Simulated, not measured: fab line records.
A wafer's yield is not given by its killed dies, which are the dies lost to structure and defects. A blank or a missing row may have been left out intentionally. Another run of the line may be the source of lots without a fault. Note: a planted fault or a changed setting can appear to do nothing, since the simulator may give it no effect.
Which tool was responsible? ; flow nand-harc ; 24 lots (72 wafers sampled), 1 step of a 1159-step route

## WHAT THE GAUGES READ, wafer by wafer
NHARC_P_STI_OVL_MEAS_10. Usual: overlay-x-nm 0 nm, standard deviation 3.6; overlay-y-nm -2 nm, standard deviation 6.3.
lot;measured;on;overlay-x-nm (nm);overlay-y-nm (nm);flag
L074;day 2 10:08;overlay-02;7 6 6;-4 -5 -5;
L075;day 2 21:04;overlay-02;0 -1 -1;-10 -10 -10;
L076;day 2 21:05;overlay-01;-6 -7 -6;-2 -1 -2;
L077;day 3 06:37;overlay-02;2 2 2;1 1 1;
L078;day 3 10:56;overlay-02;-2 -2 -2;4 4 3;
L079;day 3 17:46;overlay-01;-3 -3 -3;-14 -13 -13;
L080;day 3 23:01;overlay-02;-2 -3 -2;4 4 4;
L081;day 4 05:35;overlay-02;-1 -1 0;-4 -3 -3;
L082;day 4 11:02;overlay-01;-3 -3 -3;-3 -3 -2;
L083;day 4 18:14;overlay-02;0 0 0;0 0 0;
L084;day 4 22:59;overlay-01;1 0 0;6 5 6;
L085;day 5 05:56;overlay-01;-1 -1 -1;-13 -13 -12;
L086;day 5 13:01;overlay-01;8 8 7;-6 -6 -7;
L087;day 5 19:14;overlay-01;-2 -2 -2;11 11 11;
L089;day 6 03:22;overlay-01;-3 -3 -3;12 11 12;
L088;day 6 03:31;overlay-01;-2 -2 -1;-6 -6 -6;
L090;day 6 13:23;overlay-02;-3 -2 -2;-9 -8 -9;
L091;day 6 17:02;overlay-02;0 0 0;1 0 0;
L092;day 7 01:14;overlay-02;0 0 1;-4 -5 -4;
L093;day 7 06:40;overlay-01;-4 -5 -5;3 2 2;
L094;day 7 11:23;overlay-01;3 3 2;-2 -2 -2;
L095;day 7 20:33;overlay-01;-6 -5 -5;-5 -5 -5;
L096;day 7 23:04;overlay-01;6 6 6;2 1 1;
L097;day 8 08:15;overlay-01;5 5 5;-2 -2 -1;

## WHAT TOOL EACH LOT RAN ON (gives the tool, then ch and the chambers of the sampled wafers, and finally the start)
The record holds no process step before these readings.

## AS READ BY THE TOOLS THEMSELVES (means over the sampled wafers that have a number; for cases with no such wafer, the mark the record gives instead)
The record holds no such reading with a usual standard deviation.

## THE ANSWER, worked out from the rows above alone
Rule: lot off if the mean of its wafers having a number is beyond 3 standard deviations from the usual mean. A lot without any number at a reading at which 4 lots or more have one is off too. Any other lot the step has rows for is counted as sound. The gauges are gone through in route order, then the tools' own readings, and for those a lot's mean is taken as printed above. The first step at which some lot is off is used, and at that step the reading that is off furthest; a lot without a number counts as furthest.
Nothing can be told from this: no lot is off at any reading shown.

## WHAT WAS PUT IN BY THE SIMULATOR
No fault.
